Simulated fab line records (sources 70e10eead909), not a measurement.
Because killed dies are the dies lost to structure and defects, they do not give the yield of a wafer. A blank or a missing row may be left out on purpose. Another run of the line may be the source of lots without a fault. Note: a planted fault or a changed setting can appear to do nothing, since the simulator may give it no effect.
The tool behind it: which one? | flow nand_harc | 33 wafers from 11 lots sampled at 6 of the route's 1159 steps

== WHAT THE GAUGES READ, wafer by wafer ==
NHARC_P_ZERO_WELL_INSPECT_43.
lot  | measured    | on                | raw_defect_count
L704 | day 1 19:32 | defect_inspect-02 | 20 22 12
L708 | day 2 19:50 | defect_inspect-02 | 10 12 13
L713 | day 4 01:35 | defect_inspect-01 | 8 11 9
L714 | day 4 07:43 | defect_inspect-01 | 4 9 443
L715 | day 4 13:35 | defect_inspect-02 | 18 429 21
L716 | day 4 19:37 | defect_inspect-02 | 8 13 13
L718 | day 5 07:27 | defect_inspect-02 | 21 17 7
L722 | day 6 07:33 | defect_inspect-01 | 21 13 13
L723 | day 6 13:36 | defect_inspect-01 | 16 13 7
L724 | day 6 19:52 | defect_inspect-01 | 14 26 19
L725 | day 7 01:25 | defect_inspect-01 | 26 20 16

NHARC_P_STI_CD_MEAS_09: the cd target is 200 nm.
lot  | measured    | on        | cd_nm (nm)
L704 | day 2 13:05 | cd_sem-01 | 200.9 196.3 198.0
L708 | day 3 11:04 | cd_sem-01 | 196.1 197.4 201.2
L713 | day 4 16:45 | cd_sem-01 | 196.7 199.4 195.5
L714 | day 4 22:53 | cd_sem-01 | 200.8 198.8 201.0
L715 | day 5 04:52 | cd_sem-01 | 201.3 201.9 199.2
L716 | day 5 11:43 | cd_sem-01 | 197.6 196.4 199.3
L718 | day 6 02:23 | cd_sem-02 | 198.0 202.1 195.2
L722 | day 6 23:01 | cd_sem-01 | 197.2 201.4 201.3
L723 | day 7 05:05 | cd_sem-02 | 202.0 200.2 200.7
L724 | day 7 11:11 | cd_sem-03 | 200.6 201.4 198.9
L725 | day 7 19:54 | cd_sem-02 | 201.2 199.1 197.3

NHARC_END_SORT_01.
lot  | measured     | on        | killed_at_array | killed_at_other | killed_at_periphery | killed_dies | killed_open | killed_short
L714 | day 21 21:26 | prober-01 | 16 22 13        | 0 0 1           | 1 2 91              | 17 24 105   | 3 1 3       | 2 2 2
L715 | day 23 01:47 | prober-01 | 43 20 29        | 4 0 2           | 1 77 5              | 48 97 36    | 1 2 2       | 1 0 1

== TOOL THAT RAN EACH LOT (tool first, then ch and the chambers of the sampled wafers, then the start) ==
lot  | NHARC_P_ZERO_WELL_ETCH_63       | NHARC_P_ZERO_WELL_DESCUM_39       | NHARC_P_ZERO_WELL_DESCUM_54
L704 | rie_si-03 ch 0,1, day 1 13:40   | rie_diel-07 ch 1,2, day 1 16:19   | rie_diel-06 ch 1,2, day 1 17:49
L708 | rie_si-03 ch 0,2,3, day 2 13:57 | rie_diel-04 ch 0,1, day 2 16:31   | rie_diel-07 ch 0,2,3, day 2 18:13
L713 | rie_si-06 ch 0,2,3, day 3 19:40 | rie_diel-07 ch 0,1, day 3 22:16   | rie_diel-04 ch 0,1,3, day 3 23:57
L714 | rie_si-03 ch 0,1,2, day 4 01:41 | rie_diel-04 ch 0,1,2, day 4 04:26 | rie_diel-06 ch 1,2,3, day 4 06:04
L715 | rie_si-03 ch 0,1,2, day 4 07:42 | rie_diel-04 ch 0,1,2, day 4 10:26 | rie_diel-06 ch 1,2,3, day 4 11:58
L716 | rie_si-06 ch 0,3, day 4 13:31   | rie_diel-06 ch 1,3, day 4 16:17   | rie_diel-06 ch 1,2,3, day 4 17:57
L718 | rie_si-06 ch 0,1,3, day 5 01:33 | rie_diel-07 ch 0,1,2, day 5 04:09 | rie_diel-06 ch 0,2,3, day 5 05:48
L722 | rie_si-06 ch 1,2, day 6 01:39   | rie_diel-04 ch 1,2,3, day 6 04:10 | rie_diel-04 ch 0,2,3, day 6 05:47
L723 | rie_si-06 ch 0,1,2, day 6 07:32 | rie_diel-06 ch 0,1,2, day 6 10:17 | rie_diel-04 ch 0,2,3, day 6 11:56
L724 | rie_si-05 ch 1,2,3, day 6 13:46 | rie_diel-07 ch 0,1,3, day 6 16:33 | rie_diel-04 ch 0,1,2, day 6 18:13
L725 | rie_si-05 ch 0,1,3, day 6 19:40 | rie_diel-04 ch 1,2,3, day 6 22:07 | rie_diel-06 ch 1,2,3, day 6 23:46
- NHARC_P_ZERO_WELL_ETCH_63: etches the open film in HBr/Cl2, target depth 120 nm, time 40.1 s.
- NHARC_P_ZERO_WELL_DESCUM_39: chemistry O2, time 3 s.
- NHARC_P_ZERO_WELL_DESCUM_54: chemistry O2, time 3 s.

== AS READ BY THE TOOLS THEMSELVES (means over the sampled wafers that have a number; for cases with no such wafer, the mark the record gives instead) ==
NHARC_P_ZERO_WELL_ETCH_63.
lot  | tool      | drypump_motor_current_A (A) | oes_product_au (a.u.) | rf_fwd_power_W (W) | throttle_valve_pct (%)
L704 | rie_si-03 | 5.2                         | 1.009                 | 393.1              | 26.405
L708 | rie_si-03 | 5.8                         | 0.997                 | 396.1              | 26.412
L713 | rie_si-06 | 5.6                         | 1.010                 | 397.3              | 26.407
L714 | rie_si-03 | 5.6                         | 0.999                 | 395.2              | 26.418
L715 | rie_si-03 | 5.6                         | 0.997                 | 394.3              | 26.407
L716 | rie_si-06 | 5.7                         | 1.014                 | 395.2              | 26.403
L718 | rie_si-06 | 5.8                         | 1.009                 | 395.6              | 26.412
L722 | rie_si-06 | 6.0                         | 0.993                 | 394.7              | 26.403
L723 | rie_si-06 | 5.9                         | 1.000                 | 395.4              | 26.399
L724 | rie_si-05 | 5.3                         | 1.011                 | 395.3              | 26.395
L725 | rie_si-05 | 5.5                         | 1.008                 | 395.0              | 26.413

NHARC_P_ZERO_WELL_DESCUM_39.
lot  | tool        | drypump_motor_current_A (A) | o2_flow_sccm (sccm) | oes_product_au (a.u.) | rf_vpp_V (V) | showerhead_plenum_p_Torr (Torr) | throttle_valve_pct (%)
L704 | rie_diel-07 | 5.3                         | 200.2               | 0.990                 | 57.6         | 1.90                            | 11.313
L708 | rie_diel-04 | 5.3                         | 200.2               | 0.997                 | 58.3         | 2.00                            | 11.306
L713 | rie_diel-07 | 5.9                         | 201.0               | 0.996                 | 57.8         | 1.84                            | 11.321
L714 | rie_diel-04 | 5.7                         | 199.8               | 0.994                 | 57.9         | 1.98                            | 11.306
L715 | rie_diel-04 | 5.7                         | 199.6               | 1.001                 | 58.1         | 1.98                            | 11.311
L716 | rie_diel-06 | 5.5                         | 200.5               | 0.993                 | 57.0         | 1.85                            | 11.312
L718 | rie_diel-07 | 5.6                         | 199.2               | 0.997                 | 57.4         | 1.87                            | 11.306
L722 | rie_diel-04 | 5.7                         | 200.2               | 1.001                 | 58.2         | 1.94                            | 11.313
L723 | rie_diel-06 | 5.3                         | 200.1               | 0.992                 | 56.9         | 1.83                            | 11.315
L724 | rie_diel-07 | 5.7                         | 199.7               | 0.997                 | 57.7         | 1.88                            | 11.323
L725 | rie_diel-04 | 5.6                         | 199.9               | 0.997                 | 58.4         | 1.94                            | 11.312

NHARC_P_ZERO_WELL_DESCUM_54.
lot  | tool        | drypump_motor_current_A (A) | o2_flow_sccm (sccm) | oes_product_au (a.u.) | rf_vpp_V (V) | showerhead_plenum_p_Torr (Torr) | throttle_valve_pct (%)
L704 | rie_diel-06 | 5.6                         | 200.1               | 1.015                 | 57.5         | 1.84                            | 11.311
L708 | rie_diel-07 | 5.7                         | 199.9               | 0.997                 | 57.7         | 1.87                            | 11.312
L713 | rie_diel-04 | 5.3                         | 199.7               | 1.008                 | 57.8         | 1.96                            | 11.311
L714 | rie_diel-06 | 5.6                         | 200.2               | 0.995                 | 57.8         | 1.88                            | 11.309
L715 | rie_diel-06 | 5.7                         | 199.8               | 1.002                 | 57.8         | 1.88                            | 11.308
L716 | rie_diel-06 | 5.6                         | 200.4               | 0.992                 | 58.0         | 1.88                            | 11.312
L718 | rie_diel-06 | 5.5                         | 199.7               | 0.999                 | 57.0         | 1.90                            | 11.312
L722 | rie_diel-04 | 5.7                         | 200.4               | 1.002                 | 58.1         | 1.99                            | 11.307
L723 | rie_diel-04 | 5.7                         | 200.0               | 1.000                 | 57.3         | 1.99                            | 11.308
L724 | rie_diel-04 | 5.7                         | 200.2               | 1.006                 | 58.3         | 1.98                            | 11.313
L725 | rie_diel-06 | 5.6                         | 200.1               | 0.997                 | 56.7         | 1.88                            | 11.305

== THE ANSWER, worked out from the rows above alone ==
Rule: usual is defined by the lots themselves. The widest of any qualifying gaps counts: lots, ordered by their means at a reading, are off when they make up no more than a third of the lots, leave a main group of 4 or more, and stand apart from it by 3 or more times the standard deviation of that group's means. A main group whose means are all the same, to the digits that the tables above print for the reading, isn't used. Also off: a lot with no number at a reading for which 4 or more lots have one. Where the step has rows for the other lots, those lots are counted as sound. After the gauges, taken in route order, come the tools' own readings; for these a lot's mean is taken, as printed above. The first step at which some lot is off is used, and at that step the reading that is off furthest; a lot without a number counts as furthest.
Off: L714, L715 (NHARC_P_ZERO_WELL_INSPECT_43, raw_defect_count). Main group: mean 15, sd 3.8.
If a tool, at a process step before that reading, ran all the lots that are off and no sound lot after the first of them, it fits. Gauges at NHARC_P_ZERO_WELL_INSPECT_43: tried the same way as those tools. One fits: NHARC_P_ZERO_WELL_ETCH_63 on rie_si-03. A fault onset in the window from L708 (day 2 13:57, its last sound lot) to L714 (day 4 01:41, its first lot off) fits.

== WHAT THE SIMULATOR PUT IN ==
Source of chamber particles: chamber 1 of rie_si-03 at NHARC_P_ZERO_WELL_ETCH_63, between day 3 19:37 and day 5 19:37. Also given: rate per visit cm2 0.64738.
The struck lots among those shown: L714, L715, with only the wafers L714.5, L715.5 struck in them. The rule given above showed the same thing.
